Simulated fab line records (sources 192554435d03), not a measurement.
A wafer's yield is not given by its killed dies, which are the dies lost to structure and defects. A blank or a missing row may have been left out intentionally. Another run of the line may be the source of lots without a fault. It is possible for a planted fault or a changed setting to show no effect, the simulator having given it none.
Comparing a struck lot with a sound one	flow n5 finfet	14 steps out of a route of 1938
Sound: the wafers L292.2, L292.4, L292.5. Wafers L311.2, L311.3, L311.5 were the ones struck. The cause comes at the end.
For every step that has rows: the tool of each side, followed by ch and its chambers, followed by its first start. Under that, the readings that differ: sound wafers	struck wafers	difference of the means	sigmas: that difference in standard deviations of wafers without a fault.
alike: same words and numbers on both sides, and readings whose means sit less than 2 such deviations apart. not compared: any withheld reading, any reading some wafer has no value for, any bound like >300 that may hide the same value, and any number with overlapping values for which the record gives no deviation.
The two part at a step that has a row with sigmas, a row that says differs or no value, or rows on one side only. When numbers do not overlap yet have no deviation, they are printed without sigmas and do not part them. A reading missing from all wafers of one side parts the sides only when that side holds two or more wafers.

N5_MOL_CONTACT_COAG_STRIP_119: strips in N2/H2, time 30 s.
  sound on plasma asher-01 ch 0,1, day 5 05:32; struck on plasma asher-02 ch 0,1, day 10 01:28
  alike: drypump motor current A, heater power w
  not compared: rf hours counter h
then, 2 steps without rows for these wafers: N5_MOL_CONTACT_COAG_PRECLEAN_144 (cleans in alkaline clean, time 60 s); N5_MOL_CONTACT_COAG_SRD_145 (time 30 s).
N5_MOL_CONTACT_COAG_CD_MEAS_137: the cd target is 16 nm.
  sound: cd sem-02 at day 5 05:41; struck: cd sem-02 at day 10 01:39
  alike: cd nm
then, 8 steps without rows for these wafers: N5_MOL_CONTACT_COAG_COAT_62 (time 60 s, resist thk 60 nm); N5_MOL_CONTACT_COAG_COAT_63 (time 60 s, resist thk 10 nm); N5_MOL_CONTACT_COAG_COAT_64 (time 60 s, resist thk 10 nm); N5_MOL_CONTACT_COAG_COAT_34 (resist thk 40 nm); N5_MOL_CONTACT_COAG_EBR_36; N5_MOL_CONTACT_COAG_SOFTBAKE_35 (time 60 s); N5_MOL_CONTACT_COAG_EXPOSE_37 (exposes mask VD, defocus 0 nm); N5_MOL_CONTACT_COAG_PEB_38 (peb time 60 s).
N5_MOL_CONTACT_COAG_DEVELOP_39: develop time 30 s.
  struck on litho track-04, day 10 01:55; sound on litho track-05 ch 0, day 5 06:06
  no value came back on the struck wafers for chill plate temp C (C), develop time s (s); on the sound wafers chill plate temp C (C) reads 22.97 22.99 23.14
reading	sound	struck	difference	sigmas
model.CAR-EUV_of_MOL_CONTACT_COAG_COAT_34.thk nm (nm)	39.4 39.4 39.4	40 40.2 39.8	+1	
N5_MOL_CONTACT_COAG_CD_MEAS_40: the cd target is 25.1 nm.
  sound on cd sem-01 ch 0, day 5 06:10; struck on cd sem-01 ch 0, day 10 01:58
reading	sound	struck	difference	sigmas
cd nm (nm)	25.40 25.11 24.83	- - -	no value on the struck wafers	

WHERE THEY PART
First at N5_MOL_CONTACT_COAG_DEVELOP_39; last, within this record, at N5_MOL_CONTACT_COAG_CD_MEAS_40.

WHY: the cause the simulator had injected
Skipped step whole: litho track-04, from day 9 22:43 on, at N5_MOL_CONTACT_COAG_DEVELOP_39. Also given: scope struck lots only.
